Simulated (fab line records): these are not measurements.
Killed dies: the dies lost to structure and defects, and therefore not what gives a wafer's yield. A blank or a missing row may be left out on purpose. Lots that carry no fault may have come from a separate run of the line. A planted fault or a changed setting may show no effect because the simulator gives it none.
Chamber matching ; flow n5-finfet ; 4 sister chambers for N5_BEOL_M6_STRIP_67 on rie-diel-03
The step strips in CF4. 20 wafers are shown with their chamber, then 10 later ones without.

## WAFERS WITH THEIR CHAMBER
wafer;chamber;showerhead-plenum-p-Torr (Torr);drypump-motor-current-A (A);throttle-valve-pct (%)
L075.1;0;1.82;5.0;13.60
L075.3;3;1.89;6.6;13.21
L075.5;3;1.89;6.5;13.22
L076.1;1;1.70;6.5;13.89
L076.2;0;1.82;5.0;13.61
L076.5;1;1.70;6.6;13.89
L077.1;3;1.89;6.5;13.23
L077.2;2;1.76;4.8;13.20
L077.3;0;1.82;5.1;13.64
L080.2;2;1.76;4.8;13.19
L080.4;1;1.70;6.6;13.91
L080.5;1;1.70;6.6;13.91
L079.1;3;1.88;6.5;13.23
L079.4;1;1.70;6.6;13.91
L079.6;1;1.70;6.6;13.89
L084.3;0;1.82;5.0;13.66
L084.5;0;1.82;5.0;13.67
L084.6;2;1.76;4.8;13.24
L086.1;0;1.82;5.0;13.67
L086.3;3;1.88;6.5;13.26

SIGNATURES (means of the wafers above)
reading;chamber 0;chamber 1;chamber 2;chamber 3;scatter within a chamber
showerhead-plenum-p-Torr;1.8200;1.7000;1.7600;1.8860;0.00274
drypump-motor-current-A;5.017;6.583;4.800;6.520;0.0393
throttle-valve-pct;13.6417;13.9000;13.2100;13.2300;0.0225
Rule: a wafer lies at a distance from a chamber equal to the root of the sum of squares, over the readings, of (its reading less the chamber's mean, divided by the reading's scatter). If the next closest chamber is less than 2 further off than the closest, the wafer can't be placed; otherwise it belongs to the closest. The scatter is the square root of a quotient: the sum, over the shown wafers, of each reading's squared deviation from its chamber's mean, divided by wafers minus chambers.

## WAFERS WITHOUT THEIR CHAMBER
wafer;showerhead-plenum-p-Torr (Torr);drypump-motor-current-A (A);throttle-valve-pct (%)
L086.4;1.82;5.0;13.66
L085.1;1.76;4.8;13.25
L085.2;1.88;6.5;13.26
L085.5;1.76;4.8;13.24
L097.2;1.90;6.6;13.39
L097.3;1.75;4.8;13.27
L097.6;1.87;6.5;13.32
L096.2;1.75;4.8;13.27
L096.4;1.81;5.0;13.75
L096.6;1.81;5.0;13.72

## WHICH CHAMBER EACH WENT THROUGH
wafer;from the rows above;in truth
L086.4;0;0
L085.1;2;2
L085.2;3;3
L085.5;2;2
L097.2;3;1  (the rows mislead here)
L097.3;2;2
L097.6;3;3
L096.2;2;2
L096.4;0;0
L096.6;0;0
Correct placement for 9 of the 10. Not placeable from these rows: 0. Number placed wrongly: 1.
